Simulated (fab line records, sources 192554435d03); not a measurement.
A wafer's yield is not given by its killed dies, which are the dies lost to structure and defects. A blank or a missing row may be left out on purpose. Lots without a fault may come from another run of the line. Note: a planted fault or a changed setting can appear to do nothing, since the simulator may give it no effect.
fab line records	flow n5_finfet
record: lots: 24	wafers: 72	last_day: 18
route steps=1938 shown ZERO_LAYER@15 WELL_APT@29 PMOS_HMC_CHANNEL_EPI@65 FIN_SAQP@111
lots that met no fault: from a run of the same line without faults
start_h: hours from the record's opening day to when the first of the lot's shown wafers began	wait_h: hours elapsed since this lot's preceding step	" repeats the value in the row above	L1.1+2: several wafers, shown together as one row	- no value present, or no start provided	* or withheld: withheld	< > ~ a bound
route shown NAME@n: NAME is a module with steps in the file, n the number in the route of the first one	usual: mean/standard deviation of fault-free wafers	same: alike in all rows	chamber/n: place in a boat	sites: the reading at each site	_std_site: how widely they spread, as a standard deviation	_edge_site: outer sites' mean less inner sites'	radius_mm: how far each site lies from the wafer's centre	mask NAME#n: copy n	behind: the most recent tool/chamber to have shaped the wafer	hold: why the lot went on hold/how many hours it stayed there/how the hold came to an end	device: which transistor (n, p or np) failed to switch	end of line: tests of these same wafers at the route's end	step lacking rows: just its recipe	killed: dies that structure and defects cost at the first sort, which is not the same as the wafer's yield	map: per-die view of a wafer (x killed, . not killed, _ where there is no die)
set.NAME: the run value of the setting; set.NAME@STEP: its run value at that earlier step	model.NAME: the simulator's own value behind a step, which no gauge read
the route's steps for a sample of lots (tables are steps, rows are wafers)
services: when a tool's chamber went out of use (start_h, in hours from the record's first day, below 0 if earlier), for how many hours, and the reason
== steps ==
step: N5_ZERO_LAYER_ETCH_17
recipe: chemistry: CF4	target: SiO2	target_depth_a: 120	time_s: 13.3	ion_energy_ev: 350	pressure_mtorr: 40	source_w: 450	bias_w: 215	Ar_flow_sccm: 100	cf4_flow_sccm: 100
usual: drypump_motor_current_A: 5.9/0.36	oes_product_au: 0.77/0.09	rf_fwd_power_W: 446.5/1.5	rf_vpp_V: 950/3.5	showerhead_plenum_p_Torr: 2.17/0.057	throttle_valve_pct: 15.69/0.28
lot.wafer	tool	chamber	start_h	wait_h	drypump_motor_current_A	oes_product_au	rf_fwd_power_W	rf_hours_counter_h	rf_vpp_V	showerhead_plenum_p_Torr	throttle_valve_pct
L074.1	rie_diel-04	2	12.81	0.0	5.6	0.88	446.8	49	945	2.09	15.48
L074.2	"	1	"	"	5.6	0.73	447.7	167	952	2.22	15.66
L074.5	"	1	"	"	5.6	0.74	447.3	-	953	2.22	15.65
L075.1	rie_diel-03	3	18.99	0.0	6.3	0.80	446.0	110	955	2.25	15.55
L075.2	"	2	"	"	6.3	0.70	446.6	226	946	2.12	15.75
L075.3	"	2	"	"	6.3	0.70	446.8	-	946	2.12	15.76
L076.3	rie_diel-03	1	24.84	0.0	6.1	0.79	446.4	120	954	2.24	15.97
L076.4	"	1	"	"	6.1	0.79	446.9	-	953	2.24	15.96
L076.6	"	3	"	"	6.3	0.80	445.5	-	955	2.25	15.56
L077.4	rie_diel-03	1	30.90	0.0	6.1	0.79	446.5	123	954	2.24	15.97
L077.5	"	0	"	"	5.7	1.01	448.6	-	946	2.10	14.98
L077.6	"	3	"	"	6.3	0.78	446.9	-	956	2.25	15.55
L078.4	rie_diel-03	2	36.71	0.0	6.3	0.70	446.1	232	946	2.12	15.79
L078.5	"	0	"	"	5.6	1.00	446.3	-	948	2.10	14.97
L078.6	"	1	"	"	6.1	0.79	449.3	-	953	2.24	15.96
L079.2	rie_diel-03	0	42.97	0.0	5.6	0.99	448.2	5	945	2.10	14.97
L079.4	"	1	"	"	6.1	0.78	447.6	126	955	2.24	15.97
L079.6	"	1	"	"	6.1	0.79	447.6	-	954	2.24	15.99
L080.1	rie_diel-03	3	48.80	0.0	6.3	0.80	446.1	119	955	2.24	15.58
L080.4	"	0	"	"	5.6	0.99	448.4	7	947	2.10	15.00
L080.5	"	1	"	"	6.1	0.78	446.2	-	954	2.24	15.96
L081.3	rie_diel-03	2	54.74	0.0	6.3	0.69	447.5	237	947	2.11	15.79
L081.5	"	1	"	"	6.1	0.78	446.5	-	953	2.24	15.97
L081.6	"	2	"	"	6.3	0.69	447.3	-	947	2.11	15.79
L082.1	rie_diel-04	2	61.58	0.0	5.6	0.86	445.0	65	944	2.08	15.51
L082.3	"	0	"	"	6.3	0.68	445.7	217	947	2.12	16.08
L082.5	"	1	"	"	5.6	0.72	446.7	-	952	2.22	15.68
L083.2	rie_diel-04	0	66.71	0.0	6.3	0.68	443.7	218	946	2.12	16.09
L083.5	"	1	"	"	5.5	0.73	447.2	-	952	2.22	15.69
L083.6	"	0	"	"	6.3	0.69	445.6	-	947	2.12	16.10
L084.1	rie_diel-04	2	72.71	0.0	5.6	0.86	446.3	68	946	2.08	15.52
L084.3	"	3	"	"	5.5	0.84	448.3	84	950	2.17	15.53
L084.6	"	2	"	"	5.6	0.86	443.1	-	946	2.08	15.52
L085.1	rie_diel-06	1	78.75	0.0	5.9	0.72	444.6	195	947	2.12	16.10
L085.2	"	2	"	"	5.2	0.87	446.1	46	952	2.18	15.78
L085.3	"	0	"	"	5.7	0.71	444.8	194	951	2.21	15.65
L086.3	rie_diel-03	2	84.76	0.0	6.3	0.69	444.9	246	946	2.11	15.80
L086.4	"	0	"	"	5.6	0.95	446.2	17	945	2.10	15.01
L086.5	"	2	"	"	6.3	0.68	448.2	-	946	2.11	15.80
L087.2	rie_diel-06	0	91.23	0.0	5.7	0.71	444.9	198	954	2.21	15.68
L087.3	"	2	"	"	5.2	0.86	442.5	50	951	2.18	15.78
L087.6	"	0	"	"	5.7	0.71	446.9	-	952	2.21	15.66
L088.2	rie_diel-04	3	96.88	0.0	5.5	0.82	446.8	91	949	2.16	15.55
L088.4	"	2	"	"	5.6	0.85	445.0	75	944	2.08	15.53
L088.6	"	1	"	"	5.6	0.71	446.4	-	954	2.21	15.70
L089.2	rie_diel-06	2	102.71	0.0	5.2	0.86	447.0	53	951	2.17	15.77
L089.3	"	3	"	"	5.8	0.66	447.4	248	952	2.19	15.66
L089.6	"	1	"	"	5.9	0.71	445.4	-	949	2.12	16.10
L090.1	rie_diel-04	0	108.71	0.0	6.3	0.68	445.7	230	947	2.12	16.12
L090.2	"	2	"	"	5.6	0.84	444.8	79	945	2.08	15.54
L090.6	"	1	"	"	5.6	0.70	446.9	-	955	2.21	15.71
L091.1	rie_diel-06	2	114.71	0.0	5.2	0.86	448.0	56	951	2.17	15.82
L091.4	"	2	"	"	5.2	0.86	448.2	-	950	2.17	15.79
L091.6	"	0	"	"	5.8	0.71	448.1	-	953	2.20	15.67
L092.3	rie_diel-06	0	120.83	0.0	5.7	0.70	447.8	208	952	2.20	15.70
L092.4	"	0	"	"	5.8	0.70	445.7	-	953	2.20	15.68
L092.6	"	3	"	"	5.8	0.66	446.4	-	952	2.19	15.66
L093.1	rie_diel-04	2	126.72	0.0	5.6	0.83	445.1	84	946	2.08	15.56
L093.3	"	1	"	"	5.5	0.70	448.0	201	953	2.21	15.75
L093.4	"	3	"	"	5.4	0.82	449.2	99	950	2.16	15.58
L094.1	rie_diel-04	0	135.65	0.0	6.3	0.67	447.3	239	946	2.11	16.13
L094.5	"	0	"	"	6.2	0.67	445.4	-	947	2.11	16.14
L094.6	"	3	"	"	5.5	0.81	448.2	-	949	2.16	15.58
L095.2	rie_diel-03	1	138.73	0.0	6.1	0.75	445.2	156	954	2.23	16.03
L095.5	"	2	"	"	6.3	0.97	446.8	-	946	2.11	15.33
L095.6	"	1	"	"	6.1	0.76	448.4	-	953	2.23	16.03
L096.1	rie_diel-04	1	144.71	0.0	5.6	0.70	447.2	206	952	2.21	15.73
L096.2	"	2	"	"	5.7	0.84	443.5	89	944	2.08	15.56
L096.3	"	3	"	"	5.4	0.80	446.1	105	950	2.16	15.59
L097.1	rie_diel-03	3	150.81	0.0	6.3	0.77	447.7	147	954	2.23	15.61
L097.2	"	0	"	"	5.7	0.91	446.8	39	944	2.09	15.06
L097.4	"	1	"	"	6.1	0.76	445.3	158	954	2.23	16.03
step: N5_WELL_APT_OVL_MEAS_09
recipe: points_per_wafer: 44
usual: NWELL_OVL: 1/5.6
lot.wafer	tool	chamber	start_h	wait_h	NWELL_OVL[nm]
L074.1	overlay-02	0	13.68	0.0	-8
L074.2	"	0	"	"	-5
L074.5	"	0	"	"	-6
L075.1	overlay-02	0	19.89	0.0	0
L075.2	"	0	"	"	-4
L075.3	"	0	"	"	-10
L076.3	overlay-02	0	25.71	0.0	0
L076.4	"	0	"	"	3
L076.6	"	0	"	"	-3
L077.4	overlay-02	0	31.77	0.0	15
L077.5	"	0	"	"	4
L077.6	"	0	"	"	11
L078.4	overlay-02	0	37.61	0.0	-2
L078.5	"	0	"	"	-1
L078.6	"	0	"	"	-9
L079.2	overlay-01	0	44.17	0.0	0
L079.4	"	0	"	"	-3
L079.6	"	0	"	"	-8
L080.1	overlay-01	0	49.70	0.0	0
L080.4	"	0	"	"	-2
L080.5	"	0	"	"	-2
L081.3	overlay-02	0	55.66	0.0	4
L081.5	"	0	"	"	2
L081.6	"	0	"	"	1
L082.1	overlay-01	0	62.48	0.0	2
L082.3	"	0	"	"	-3
L082.5	"	0	"	"	0
L083.2	overlay-01	0	67.59	0.0	-4
L083.5	"	0	"	"	-6
L083.6	"	0	"	"	-11
L084.1	overlay-02	0	73.59	0.0	3
L084.3	"	0	"	"	8
L084.6	"	0	"	"	7
L085.1	overlay-02	0	79.64	0.0	-6
L085.2	"	0	"	"	-1
L085.3	"	0	"	"	4
L086.3	overlay-01	0	85.63	0.0	1
L086.4	"	0	"	"	3
L086.5	"	0	"	"	-4
L087.2	overlay-01	0	92.10	0.0	8
L087.3	"	0	"	"	1
L087.6	"	0	"	"	-1
L088.2	overlay-01	0	97.75	0.0	-8
L088.4	"	0	"	"	0
L088.6	"	0	"	"	-2
L089.2	overlay-01	0	103.59	0.0	-6
L089.3	"	0	"	"	0
L089.6	"	0	"	"	3
L090.1	overlay-02	0	109.59	0.0	2
L090.2	"	0	"	"	1
L090.6	"	0	"	"	-2
L091.1	overlay-02	0	115.59	0.0	0
L091.4	"	0	"	"	2
L091.6	"	0	"	"	0
L092.3	overlay-01	0	121.75	0.0	12
L092.4	"	0	"	"	7
L092.6	"	0	"	"	10
L093.1	overlay-01	0	127.62	0.0	5
L093.3	"	0	"	"	7
L093.4	"	0	"	"	11
L094.1	overlay-02	0	136.53	0.0	11
L094.5	"	0	"	"	-2
L094.6	"	0	"	"	1
L095.2	overlay-02	0	139.62	0.0	3
L095.5	"	0	"	"	2
L095.6	"	0	"	"	-4
L096.1	overlay-02	0	145.59	0.0	8
L096.2	"	0	"	"	7
L096.3	"	0	"	"	3
L097.1	overlay-02	0	151.72	0.0	-3
L097.2	"	0	"	"	-1
L097.4	"	0	"	"	-2
step: N5_PMOS_HMC_CHANNEL_EPI_CD_MEAS_09
recipe: target_cd_nm: 237.4	landing_energy_ev: 500	detector: se_inlens
usual: cd_nm: 237.6/0.77
lot.wafer	tool	chamber	start_h	wait_h	cd_nm
L074.1	cd_sem-02	0	16.93	-	237.4
L074.2	"	0	"	"	237.3
L074.5	"	0	"	"	237.2
L075.1	cd_sem-01	0	23.82	-	237.5
L075.2	"	0	"	"	237.6
L075.3	"	0	"	"	237.6
L076.3	cd_sem-02	0	29.12	-	238.3
L076.4	"	0	"	"	238.7
L076.6	"	0	"	"	237.8
L077.4	cd_sem-02	0	35.24	-	237.7
L077.5	"	0	"	"	238.0
L077.6	"	0	"	"	237.5
L078.4	cd_sem-02	0	41.08	-	237.4
L078.5	"	0	"	"	237.4
L078.6	"	0	"	"	236.5
L079.2	cd_sem-03	0	48.20	-	238.0
L079.4	"	0	"	"	237.3
L079.6	"	0	"	"	237.1
L080.1	cd_sem-02	0	53.36	-	237.1
L080.4	"	0	"	"	237.6
L080.5	"	0	"	"	238.4
L081.3	cd_sem-02	0	59.42	-	238.5
L081.5	"	0	"	"	237.2
L081.6	"	0	"	"	237.7
L082.1	cd_sem-03	0	65.97	-	238.8
L082.3	"	0	"	"	238.7
L082.5	"	0	"	"	238.6
L083.2	cd_sem-01	0	73.54	-	237.0
L083.5	"	0	"	"	236.9
L083.6	"	0	"	"	237.2
L084.1	cd_sem-01	0	77.11	-	237.7
L084.3	"	0	"	"	237.5
L084.6	"	0	"	"	237.5
L085.1	cd_sem-03	0	83.16	-	236.8
L085.2	"	0	"	"	237.5
L085.3	"	0	"	"	237.9
L086.3	cd_sem-02	0	89.49	-	235.8
L086.4	"	0	"	"	236.9
L086.5	"	0	"	"	237.4
L087.2	cd_sem-01	0	95.96	-	236.5
L087.3	"	0	"	"	236.4
L087.6	"	0	"	"	236.0
L088.2	cd_sem-02	0	101.82	-	237.9
L088.4	"	0	"	"	235.6
L088.6	"	0	"	"	236.1
L089.2	cd_sem-03	0	107.32	-	236.9
L089.3	"	0	"	"	237.6
L089.6	"	0	"	"	237.4
L090.1	cd_sem-03	0	113.04	-	238.7
L090.2	"	0	"	"	237.6
L090.6	"	0	"	"	238.4
L091.1	cd_sem-02	0	119.18	-	238.3
L091.4	"	0	"	"	238.4
L091.6	"	0	"	"	237.6
L092.3	cd_sem-03	0	125.06	-	236.0
L092.4	"	0	"	"	237.6
L092.6	"	0	"	"	237.5
L093.1	cd_sem-02	0	132.09	-	237.6
L093.3	"	0	"	"	238.5
L093.4	"	0	"	"	237.9
L094.1	cd_sem-03	0	139.86	-	238.3
L094.5	"	0	"	"	239.8
L094.6	"	0	"	"	237.5
L095.2	cd_sem-01	0	142.77	-	237.7
L095.5	"	0	"	"	237.7
L095.6	"	0	"	"	236.4
L096.1	cd_sem-03	0	149.08	-	236.6
L096.2	"	0	"	"	237.6
L096.3	"	0	"	"	237.3
L097.1	cd_sem-03	0	155.24	-	237.4
L097.2	"	0	"	"	236.9
L097.4	"	0	"	"	236.7
step: N5_PMOS_HMC_CHANNEL_EPI_EPI_26
recipe: material: Si	target_thk_a: 38	temp_c: 650	precursor: SiH4/H2	pressure_torr: 20	time_s: 22.7
usual: lamp_inner_pct: 15.5/1.2	throttle_valve_pct: 11.1/0.33
lot.wafer	tool	chamber	start_h	wait_h	lamp_inner_pct	throttle_valve_pct
L074.1	epi_rpcvd-04	0	20.00	0.0	14.3	10.7
L074.2	"	0	"	"	14.4	11.2
L074.5	"	0	"	"	14.3	10.6
L075.1	epi_rpcvd-03	0	26.79	0.0	16.6	11.5
L075.2	"	0	"	"	16.9	11.3
L075.3	"	0	"	"	16.8	11.5
L076.3	epi_rpcvd-03	0	32.07	0.1	16.7	11.3
L076.4	"	0	"	"	16.9	11.5
L076.6	"	0	"	"	16.9	11.2
L077.4	epi_rpcvd-04	0	38.49	0.2	14.4	10.6
L077.5	"	0	"	"	14.4	10.8
L077.6	"	0	"	"	14.2	10.7
L078.4	epi_rpcvd-01	0	44.05	0.3	14.5	11.0
L078.5	"	0	"	"	14.6	11.2
L078.6	"	0	"	"	14.3	10.9
L079.2	epi_rpcvd-04	0	52.14	0.1	14.3	10.9
L079.4	"	0	"	"	14.4	10.5
L079.6	"	0	"	"	14.3	10.8
L080.1	epi_rpcvd-01	0	56.26	0.0	14.6	10.8
L080.4	"	0	"	"	14.7	11.1
L080.5	"	0	"	"	14.4	11.2
L081.3	epi_rpcvd-03	0	62.91	0.1	17.0	11.1
L081.5	"	0	"	"	16.8	11.3
L081.6	"	0	"	"	16.9	11.3
L082.1	epi_rpcvd-04	0	68.47	0.0	14.2	10.9
L082.3	"	0	"	"	14.4	10.6
L082.5	"	0	"	"	14.2	10.6
L083.2	epi_rpcvd-01	0	76.14	0.1	14.6	11.1
L083.5	"	0	"	"	14.6	10.9
L083.6	"	0	"	"	14.4	11.3
L084.1	epi_rpcvd-04	0	79.97	0.0	14.4	10.6
L084.3	"	0	"	"	14.2	10.8
L084.6	"	0	"	"	14.4	10.5
L085.1	epi_rpcvd-03	0	85.62	0.0	16.7	11.5
L085.2	"	0	"	"	16.9	11.6
L085.3	"	0	"	"	16.8	11.6
L086.3	epi_rpcvd-01	0	92.41	0.2	14.4	11.2
L086.4	"	0	"	"	14.6	11.1
L086.5	"	0	"	"	14.5	11.1
L087.2	epi_rpcvd-03	0	99.56	0.1	16.9	11.6
L087.3	"	0	"	"	16.9	11.6
L087.6	"	0	"	"	16.9	11.3
L088.2	epi_rpcvd-01	0	104.32	0.1	14.6	11.2
L088.4	"	0	"	"	14.7	10.9
L088.6	"	0	"	"	14.5	11.1
L089.2	epi_rpcvd-03	0	110.07	0.1	16.7	11.4
L089.3	"	0	"	"	16.7	11.5
L089.6	"	0	"	"	16.7	11.4
L090.1	epi_rpcvd-01	0	115.51	0.0	14.4	10.9
L090.2	"	0	"	"	14.5	10.9
L090.6	"	0	"	"	14.5	11.4
L091.1	epi_rpcvd-03	0	121.63	0.0	16.7	11.4
L091.4	"	0	"	"	17.0	11.3
L091.6	"	0	"	"	16.8	11.4
L092.3	epi_rpcvd-03	0	128.05	0.2	16.8	11.4
L092.4	"	0	"	"	16.9	11.5
L092.6	"	0	"	"	16.9	11.5
L093.1	epi_rpcvd-03	0	134.74	0.0	16.6	11.5
L093.3	"	0	"	"	16.8	11.4
L093.4	"	0	"	"	17.0	11.6
L094.1	epi_rpcvd-03	0	142.32	0.0	16.8	11.3
L094.5	"	0	"	"	16.8	11.3
L094.6	"	0	"	"	16.8	11.3
L095.2	epi_rpcvd-01	0	145.68	0.1	14.7	11.0
L095.5	"	0	"	"	14.5	10.9
L095.6	"	0	"	"	14.3	11.0
L096.1	epi_rpcvd-03	0	152.14	0.0	16.8	11.5
L096.2	"	0	"	"	16.6	11.5
L096.3	"	0	"	"	16.8	11.5
L097.1	epi_rpcvd-01	0	158.10	0.0	14.5	11.1
L097.2	"	0	"	"	14.8	11.0
L097.4	"	0	"	"	14.6	10.8
step: N5_FIN_SAQP_CD_MEAS_16
recipe: target_cd_nm: 35.6	landing_energy_ev: 500	detector: se_inlens
usual: cd_nm: 35.6/0.31
lot.wafer	tool	chamber	start_h	wait_h	cd_nm
L074.1	cd_sem-02	0	21.79	-	35.9
L074.2	"	0	"	"	35.7
L074.5	"	0	"	"	35.7
L075.1	cd_sem-03	0	28.37	-	35.6
L075.2	"	0	"	"	35.7
L075.3	"	0	"	"	35.6
L076.3	cd_sem-03	0	33.68	-	35.9
L076.4	"	0	"	"	35.4
L076.6	"	0	"	"	35.1
L077.4	cd_sem-01	0	40.08	-	35.6
L077.5	"	0	"	"	35.6
L077.6	"	0	"	"	35.5
L078.4	cd_sem-03	0	45.71	-	35.5
L078.5	"	0	"	"	35.0
L078.6	"	0	"	"	35.6
L079.2	cd_sem-02	0	54.08	-	35.2
L079.4	"	0	"	"	34.9
L079.6	"	0	"	"	34.8
L080.1	cd_sem-03	0	58.01	-	35.8
L080.4	"	0	"	"	35.4
L080.5	"	0	"	"	35.8
L081.3	cd_sem-01	0	65.61	-	35.5
L081.5	"	0	"	"	35.5
L081.6	"	0	"	"	35.1
L082.1	cd_sem-02	0	70.37	-	35.9
L082.3	"	0	"	"	35.2
L082.5	"	0	"	"	35.4
L083.2	cd_sem-01	0	78.09	-	35.9
L083.5	"	0	"	"	36.0
L083.6	"	0	"	"	36.1
L084.1	cd_sem-01	0	81.76	-	35.4
L084.3	"	0	"	"	35.0
L084.6	"	0	"	"	35.3
L085.1	cd_sem-02	0	87.38	-	35.9
L085.2	"	0	"	"	35.8
L085.3	"	0	"	"	35.4
L086.3	cd_sem-01	0	96.21	-	35.1
L086.4	"	0	"	"	35.0
L086.5	"	0	"	"	35.4
L087.2	cd_sem-01	0	101.51	-	35.4
L087.3	"	0	"	"	36.0
L087.6	"	0	"	"	35.4
L088.2	cd_sem-01	0	105.97	-	35.5
L088.4	"	0	"	"	35.7
L088.6	"	0	"	"	35.4
L089.2	cd_sem-01	0	111.81	-	35.5
L089.3	"	0	"	"	35.9
L089.6	"	0	"	"	35.8
L090.1	cd_sem-02	0	117.22	-	35.4
L090.2	"	0	"	"	35.9
L090.6	"	0	"	"	35.9
L091.1	cd_sem-02	0	123.44	-	36.1
L091.4	"	0	"	"	36.0
L091.6	"	0	"	"	35.4
L092.3	cd_sem-01	0	129.74	-	35.8
L092.4	"	0	"	"	36.0
L092.6	"	0	"	"	35.6
L093.1	cd_sem-02	0	136.31	-	35.5
L093.3	"	0	"	"	35.8
L093.4	"	0	"	"	35.9
L094.1	cd_sem-03	0	143.90	-	35.4
L094.5	"	0	"	"	35.9
L094.6	"	0	"	"	35.5
L095.2	cd_sem-02	0	147.78	-	36.0
L095.5	"	0	"	"	35.9
L095.6	"	0	"	"	35.3
L096.1	cd_sem-03	0	153.70	-	35.6
L096.2	"	0	"	"	35.1
L096.3	"	0	"	"	35.5
L097.1	cd_sem-01	0	160.01	-	35.4
L097.2	"	0	"	"	35.8
L097.4	"	0	"	"	35.2
step: N5_FIN_SAQP_RECESS_75
recipe: chemistry: HF/NH3	target: SiO2	target_depth_a: 144	afs_cycles: 3	temp_c: 30	sublimation_temp_c: 180	sublimation_time_s: 60
usual: drypump_motor_current_A: 6.0/0.4
lot.wafer	tool	chamber	start_h	wait_h	drypump_motor_current_A
L074.1	vapor_etch-01	1	22.71	0.0	6.4
L074.2	"	0	"	"	5.5
L074.5	"	0	"	"	5.6
L075.1	vapor_etch-02	1	29.17	0.0	5.9
L075.2	"	0	"	"	6.4
L075.3	"	1	"	"	6.0
L076.3	vapor_etch-01	1	34.59	0.1	6.4
L076.4	"	0	"	"	5.6
L076.6	"	0	"	"	5.5
L077.4	vapor_etch-01	1	41.02	0.1	6.4
L077.5	"	0	"	"	5.6
L077.6	"	1	"	"	6.4
L078.4	vapor_etch-01	1	46.76	0.2	6.4
L078.5	"	1	"	"	6.4
L078.6	"	0	"	"	5.6
L079.2	vapor_etch-01	1	55.11	0.2	6.4
L079.4	"	1	"	"	6.4
L079.6	"	0	"	"	5.6
L080.1	vapor_etch-01	0	58.83	0.0	5.5
L080.4	"	1	"	"	6.4
L080.5	"	0	"	"	5.6
L081.3	vapor_etch-02	1	66.79	0.1	5.9
L081.5	"	1	"	"	5.9
L081.6	"	0	"	"	6.4
L082.1	vapor_etch-01	0	72.32	0.0	5.5
L082.3	"	0	"	"	5.5
L082.5	"	1	"	"	6.4
L083.2	vapor_etch-01	0	78.92	0.0	5.5
L083.5	"	0	"	"	5.6
L083.6	"	1	"	"	6.4
L084.1	vapor_etch-02	1	83.07	0.0	5.9
L084.3	"	0	"	"	6.4
L084.6	"	1	"	"	5.9
L085.1	vapor_etch-01	1	88.37	0.0	6.4
L085.2	"	0	"	"	5.5
L085.3	"	0	"	"	5.6
L086.3	vapor_etch-01	1	100.97	0.1	6.4
L086.4	"	0	"	"	5.5
L086.5	"	1	"	"	6.4
L087.2	vapor_etch-01	1	102.34	0.0	6.4
L087.3	"	0	"	"	5.5
L087.6	"	1	"	"	6.4
L088.2	vapor_etch-02	1	106.76	0.0	5.9
L088.4	"	0	"	"	6.4
L088.6	"	0	"	"	6.4
L089.2	vapor_etch-01	0	112.63	0.0	5.5
L089.3	"	0	"	"	5.5
L089.6	"	0	"	"	5.5
L090.1	vapor_etch-01	0	118.27	0.3	5.5
L090.2	"	1	"	"	6.4
L090.6	"	0	"	"	5.5
L091.1	vapor_etch-01	1	124.41	0.0	6.4
L091.4	"	1	"	"	6.4
L091.6	"	0	"	"	5.5
L092.3	vapor_etch-01	0	130.68	0.1	5.6
L092.4	"	1	"	"	6.4
L092.6	"	1	"	"	6.4
L093.1	vapor_etch-01	0	137.11	0.0	5.6
L093.3	"	0	"	"	5.5
L093.4	"	1	"	"	6.4
L094.1	vapor_etch-01	0	144.71	0.0	5.6
L094.5	"	0	"	"	5.6
L094.6	"	1	"	"	6.4
L095.2	vapor_etch-02	1	149.18	0.0	5.9
L095.5	"	1	"	"	5.9
L095.6	"	1	"	"	5.9
L096.1	vapor_etch-01	1	154.52	0.0	6.4
L096.2	"	0	"	"	5.5
L096.3	"	1	"	"	6.4
L097.1	vapor_etch-02	0	160.87	0.1	6.4
L097.2	"	1	"	"	5.9
L097.4	"	0	"	"	6.4
== services ==
tool	chamber	start_h	hours	kind
rie_diel-03	3	-9.38	3.9	repair
rie_diel-04	3	2.57	1.3	repair
rie_diel-03	0	10.22	-	clean
rie_diel-03	0	10.22	-	consumable_replace:focus_ring
rie_diel-03	0	10.22	16.8	scheduled_down
rie_diel-03	0	10.22	16.8	vent_cycle
rie_diel-03	1	16.74	2.6	repair
rie_diel-03	2	103.59	-	clean
rie_diel-03	2	103.59	-	consumable_replace:focus_ring
rie_diel-03	2	103.59	19.6	scheduled_down
rie_diel-03	2	103.59	19.6	vent_cycle
rie_diel-06	1	114.71	23.0	repair
rie_diel-06	3	114.84	4.0	repair
rie_diel-06	3	138.00	-	clean
rie_diel-06	3	138.00	-	consumable_replace:focus_ring
rie_diel-06	3	138.00	20.4	scheduled_down
rie_diel-06	3	138.00	20.4	vent_cycle
rie_diel-04	1	139.91	2.5	repair
rie_diel-03	1	140.98	6.8	repair
== key ==
fault none
